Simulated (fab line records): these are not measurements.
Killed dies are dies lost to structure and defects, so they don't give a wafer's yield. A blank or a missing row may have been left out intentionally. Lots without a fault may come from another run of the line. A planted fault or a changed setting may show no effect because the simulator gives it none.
Which of the tools did it? || flow nand-harc || 12 lots with 36 wafers sampled at 4 steps, on a route of 1302 steps

== WHAT THE GAUGES READ, wafer by wafer ==
NHARC_A_CONTACT_INSPECT_10.
{"lot": "L074", "measured": "day 22 16:12", "on": "defect-inspect-02", "raw-defect-count": "25 27 18"}
{"lot": "L077", "measured": "day 23 05:56", "on": "defect-inspect-01", "raw-defect-count": "70 56 88"}
{"lot": "L079", "measured": "day 24 13:38", "on": "defect-inspect-01", "raw-defect-count": "150 125 111"}
{"lot": "L081", "measured": "day 25 14:20", "on": "defect-inspect-02", "raw-defect-count": "132 121 125"}
{"lot": "L083", "measured": "day 26 05:07", "on": "defect-inspect-02", "raw-defect-count": "115 137 138"}
{"lot": "L086", "measured": "day 27 00:54", "on": "defect-inspect-02", "raw-defect-count": "65 60 76"}
{"lot": "L085", "measured": "day 27 07:07", "on": "defect-inspect-02", "raw-defect-count": "56 45 37"}
{"lot": "L089", "measured": "day 28 08:46", "on": "defect-inspect-01", "raw-defect-count": "68 80 70"}
{"lot": "L091", "measured": "day 29 14:09", "on": "defect-inspect-02", "raw-defect-count": "173 159 147"}
{"lot": "L093", "measured": "day 30 02:55", "on": "defect-inspect-01", "raw-defect-count": "103 134 136"}
{"lot": "L096", "measured": "day 30 22:09", "on": "defect-inspect-01", "raw-defect-count": "86 86 103"}
{"lot": "L097", "measured": "day 31 15:46", "on": "defect-inspect-02", "raw-defect-count": "38 29 38"}

== TOOL THAT RAN EACH LOT (tool first, then ch and the chambers of the sampled wafers, then the start) ==
{"lot": "L074", "NHARC_A_CONTACT_ETCH_124": "har-cap-etch-01 ch 0,1, day 22 10:02", "NHARC_A_CONTACT_ETCH_132": "har-cap-etch-01 ch 0,1, day 22 11:28", "NHARC_A_CONTACT_ETCH_133": "har-cap-etch-01 ch 0,1, day 22 11:41"}
{"lot": "L077", "NHARC_A_CONTACT_ETCH_124": "har-cap-etch-03 ch 0,1, day 22 23:52", "NHARC_A_CONTACT_ETCH_132": "har-cap-etch-03 ch 0,1, day 23 01:18", "NHARC_A_CONTACT_ETCH_133": "har-cap-etch-03 ch 0,1, day 23 01:33"}
{"lot": "L079", "NHARC_A_CONTACT_ETCH_124": "har-cap-etch-02 ch 0,1, day 24 01:59", "NHARC_A_CONTACT_ETCH_132": "har-cap-etch-02 ch 0,1, day 24 03:25", "NHARC_A_CONTACT_ETCH_133": "har-cap-etch-02 ch 0,1, day 24 03:35"}
{"lot": "L081", "NHARC_A_CONTACT_ETCH_124": "har-cap-etch-01 ch 0,1, day 25 08:14", "NHARC_A_CONTACT_ETCH_132": "har-cap-etch-01 ch 0,1, day 25 09:40", "NHARC_A_CONTACT_ETCH_133": "har-cap-etch-01 ch 0,1, day 25 09:58"}
{"lot": "L083", "NHARC_A_CONTACT_ETCH_124": "har-cap-etch-02 ch 0,1, day 25 22:51", "NHARC_A_CONTACT_ETCH_132": "har-cap-etch-02 ch 0,1, day 26 00:17", "NHARC_A_CONTACT_ETCH_133": "har-cap-etch-02 ch 0,1, day 26 00:31"}
{"lot": "L086", "NHARC_A_CONTACT_ETCH_124": "har-cap-etch-03 ch 0,1, day 26 16:19", "NHARC_A_CONTACT_ETCH_132": "har-cap-etch-03 ch 0,1, day 26 17:46", "NHARC_A_CONTACT_ETCH_133": "har-cap-etch-03 ch 0,1, day 26 17:56"}
{"lot": "L085", "NHARC_A_CONTACT_ETCH_124": "har-cap-etch-01 ch 0,1, day 27 00:43", "NHARC_A_CONTACT_ETCH_132": "har-cap-etch-01 ch 0,1, day 27 02:08", "NHARC_A_CONTACT_ETCH_133": "har-cap-etch-01 ch 0,1, day 27 02:23"}
{"lot": "L089", "NHARC_A_CONTACT_ETCH_124": "har-cap-etch-01 ch 0,1, day 28 02:44", "NHARC_A_CONTACT_ETCH_132": "har-cap-etch-01 ch 0,1, day 28 04:10", "NHARC_A_CONTACT_ETCH_133": "har-cap-etch-01 ch 0,1, day 28 04:20"}
{"lot": "L091", "NHARC_A_CONTACT_ETCH_124": "har-cap-etch-03 ch 0,1, day 29 07:40", "NHARC_A_CONTACT_ETCH_132": "har-cap-etch-03 ch 0,1, day 29 09:06", "NHARC_A_CONTACT_ETCH_133": "har-cap-etch-03 ch 0,1, day 29 09:22"}
{"lot": "L093", "NHARC_A_CONTACT_ETCH_124": "har-cap-etch-01 ch 0,1, day 29 18:59", "NHARC_A_CONTACT_ETCH_132": "har-cap-etch-01 ch 0,1, day 29 20:26", "NHARC_A_CONTACT_ETCH_133": "har-cap-etch-01 ch 0,1, day 29 20:39"}
{"lot": "L096", "NHARC_A_CONTACT_ETCH_124": "har-cap-etch-02 ch 0,1, day 30 16:05", "NHARC_A_CONTACT_ETCH_132": "har-cap-etch-02 ch 0,1, day 30 17:32", "NHARC_A_CONTACT_ETCH_133": "har-cap-etch-02 ch 0,1, day 30 17:42"}
{"lot": "L097", "NHARC_A_CONTACT_ETCH_124": "har-cap-etch-02 ch 0,1, day 31 09:26", "NHARC_A_CONTACT_ETCH_132": "har-cap-etch-02 ch 0,1, day 31 10:52", "NHARC_A_CONTACT_ETCH_133": "har-cap-etch-02 ch 0,1, day 31 11:05"}
- NHARC_A_CONTACT_ETCH_124: etches the open film in C4F8/O2/Ar, time 140 s, target depth 700 nm.
- NHARC_A_CONTACT_ETCH_132: etches the open film in C4F8/O2/Ar, time 197 s, target depth 1924 nm.
- NHARC_A_CONTACT_ETCH_133: etches the open film in C4F8/O2/Ar, time 374 s, target depth 1610 nm.

== THE ANSWER, worked out from the rows above alone ==
Rule: usual is defined by the lots themselves. Put in order of their means at a reading, lots are off if they are a third of the lots or fewer, leave a main group of 4 or more, and stand apart from it by a gap of 3 or more times the standard deviation of the main group's means; of several such gaps the widest counts. A main group whose means are all the same, to the digits that the tables above print for the reading, isn't used. A lot without any number at a reading at which 4 lots or more have one is off too. The other lots that the step has rows for count as sound.
Across all readings shown, no lot is off: no conclusion can be drawn from this.

== WHAT HAD BEEN PUT IN BY THE SIMULATOR ==
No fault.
